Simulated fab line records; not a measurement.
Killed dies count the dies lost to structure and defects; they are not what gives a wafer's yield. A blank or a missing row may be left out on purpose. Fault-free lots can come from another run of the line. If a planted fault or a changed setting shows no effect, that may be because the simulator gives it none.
Split-lot trial || flow n5 finfet || route with 1938 steps; 7 lots, 21 wafers read

== SPLIT DETAILS ==
At N5_BEOL_M0_ETCH_109 (etches SiCN in CH3F/O2, target depth 8 nm, overetch 2.4 nm, time 27.4 s), the setting bias w was moved away from the recipe's 75 W on 7 of the 21 wafers read, by -16.3% to +17.6%. This setting was run at the recipe's value on the other wafers.

The reading comes from the split's own step.

== THE READING ==
rf vpp V, in V, at N5_BEOL_M0_ETCH_109 (etches SiCN in CH3F/O2, target depth 8 nm, overetch 2.4 nm, time 27.4 s). A value of 297.8 V with a standard deviation of 1.3 V is what fault-free wafers of this fab line usually give.

{"wafer": "L077.2", "tool, chamber at the split": "rie diel-03, 1", "bias w as run, W": 75, "against the recipe": "recipe", "rf vpp V, V": 295.8, "against lot-mates on the recipe": "-"}
{"wafer": "L077.3", "tool, chamber at the split": "rie diel-03, 2", "bias w as run, W": 75, "against the recipe": "recipe", "rf vpp V, V": 298.2, "against lot-mates on the recipe": "-"}
{"wafer": "L077.4", "tool, chamber at the split": "rie diel-03, 2", "bias w as run, W": 75, "against the recipe": "recipe", "rf vpp V, V": 299.2, "against lot-mates on the recipe": "-"}
{"wafer": "L084.1", "tool, chamber at the split": "rie diel-03, 3", "bias w as run, W": 82.79, "against the recipe": "+10.4%", "rf vpp V, V": 315.7, "against lot-mates on the recipe": "no lot-mate on the recipe"}
{"wafer": "L084.2", "tool, chamber at the split": "rie diel-03, 2", "bias w as run, W": 82.79, "against the recipe": "+10.4%", "rf vpp V, V": 318.2, "against lot-mates on the recipe": "no lot-mate on the recipe"}
{"wafer": "L084.4", "tool, chamber at the split": "rie diel-03, 0", "bias w as run, W": 82.79, "against the recipe": "+10.4%", "rf vpp V, V": 317.8, "against lot-mates on the recipe": "no lot-mate on the recipe"}
{"wafer": "L086.2", "tool, chamber at the split": "rie diel-01, 0", "bias w as run, W": 62.75, "against the recipe": "-16.3%", "rf vpp V, V": 266.9, "against lot-mates on the recipe": -30.5}
{"wafer": "L086.4", "tool, chamber at the split": "rie diel-01, 3", "bias w as run, W": 75, "against the recipe": "recipe", "rf vpp V, V": 296.8, "against lot-mates on the recipe": "-"}
{"wafer": "L086.6", "tool, chamber at the split": "rie diel-01, 1", "bias w as run, W": 75, "against the recipe": "recipe", "rf vpp V, V": 297.9, "against lot-mates on the recipe": "-"}
{"wafer": "L087.1", "tool, chamber at the split": "rie diel-03, 2", "bias w as run, W": 75, "against the recipe": "recipe", "rf vpp V, V": 298.3, "against lot-mates on the recipe": "-"}
{"wafer": "L087.2", "tool, chamber at the split": "rie diel-03, 1", "bias w as run, W": 85.53, "against the recipe": "+14.0%", "rf vpp V, V": 323.2, "against lot-mates on the recipe": "+25.4"}
{"wafer": "L087.6", "tool, chamber at the split": "rie diel-03, 3", "bias w as run, W": 75, "against the recipe": "recipe", "rf vpp V, V": 297.2, "against lot-mates on the recipe": "-"}
{"wafer": "L093.4", "tool, chamber at the split": "rie diel-01, 1", "bias w as run, W": 75, "against the recipe": "recipe", "rf vpp V, V": 297.3, "against lot-mates on the recipe": "-"}
{"wafer": "L093.5", "tool, chamber at the split": "rie diel-01, 0", "bias w as run, W": 75, "against the recipe": "recipe", "rf vpp V, V": 297.3, "against lot-mates on the recipe": "-"}
{"wafer": "L093.6", "tool, chamber at the split": "rie diel-01, 3", "bias w as run, W": 75, "against the recipe": "recipe", "rf vpp V, V": 295.2, "against lot-mates on the recipe": "-"}
{"wafer": "L096.2", "tool, chamber at the split": "rie diel-03, 3", "bias w as run, W": 75, "against the recipe": "recipe", "rf vpp V, V": 296.6, "against lot-mates on the recipe": "-"}
{"wafer": "L096.4", "tool, chamber at the split": "rie diel-03, 0", "bias w as run, W": 75, "against the recipe": "recipe", "rf vpp V, V": 298.6, "against lot-mates on the recipe": "-"}
{"wafer": "L096.6", "tool, chamber at the split": "rie diel-03, 3", "bias w as run, W": 75, "against the recipe": "recipe", "rf vpp V, V": 296.9, "against lot-mates on the recipe": "-"}
{"wafer": "L097.1", "tool, chamber at the split": "rie diel-01, 2", "bias w as run, W": 88.23, "against the recipe": "+17.6%", "rf vpp V, V": 328.7, "against lot-mates on the recipe": "+28.6"}
{"wafer": "L097.3", "tool, chamber at the split": "rie diel-01, 0", "bias w as run, W": 75, "against the recipe": "recipe", "rf vpp V, V": 300.1, "against lot-mates on the recipe": "-"}
{"wafer": "L097.4", "tool, chamber at the split": "rie diel-01, 1", "bias w as run, W": 88.23, "against the recipe": "+17.6%", "rf vpp V, V": 331.2, "against lot-mates on the recipe": "+31.1"}

THE FIT
A straight line over all 21 wafers: rf vpp V changes by +1.86 V for each +1% of bias w; r = +1.00; the points scatter about the line by 1.3 V.
The same after taking each lot's own level away (the mean of its wafers on the recipe; 18 wafers): +1.76 V for each +1%; r = +1.00; scatter 1.2 V.
According to that fit, moving bias w by its largest amount changes the reading by 31 V.
Measured against the standard deviation above, the lots' own levels, which go from 296.60 to 300.10 V, span 2.7 times it.
Hence the lot-to-lot level has little effect on the slope; both slopes agree.
Check: with one of the wafers moved furthest among these (+17.6%) left out of the fit, the line predicts +31.9 V for it against its lot-mates. It came out at +28.6 V against them.
Tool readings at the split's step, against how far the setting was moved: rf vpp V r = +1.00.

== THESE WAFERS: OTHER SPLITS ==
Note: prior to the reading, these wafers also went through further splits. Each is held against what the fit with the lots' levels taken away leaves over:
{"other split on the same wafers": "N5_SD_EPI_P_COAT_34 spin rpm", "wafers away from the commonest value": 5, "r with rf vpp V (lot level and that fit taken away)": "+0.18"}
{"other split on the same wafers": "N5_SDB_COAT_05 spin rpm", "wafers away from the commonest value": 6, "r with rf vpp V (lot level and that fit taken away)": -0.09}
{"other split on the same wafers": "N5_HKMG_FIN_ETCH_58 bias w", "wafers away from the commonest value": 8, "r with rf vpp V (lot level and that fit taken away)": "+0.05"}
{"other split on the same wafers": "N5_HKMG_FIN_PEB_10 peb time s", "wafers away from the commonest value": 6, "r with rf vpp V (lot level and that fit taken away)": -0.07}
{"other split on the same wafers": "N5_MOL_CONTACT_COAG_ETCH_15 source w", "wafers away from the commonest value": 6, "r with rf vpp V (lot level and that fit taken away)": -0.32}
{"other split on the same wafers": "N5_BEOL_M0_SAQP_MANDREL_ETCH_20 icp w", "wafers away from the commonest value": 7, "r with rf vpp V (lot level and that fit taken away)": "+0.06"}
{"other split on the same wafers": "N5_BEOL_M0_SAQP_COAT_87 spin rpm", "wafers away from the commonest value": 9, "r with rf vpp V (lot level and that fit taken away)": "+0.20"}

== THE FILE'S OWN FIT ==
rf vpp V changes by +1.78 V for each +1% of bias w, r = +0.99.
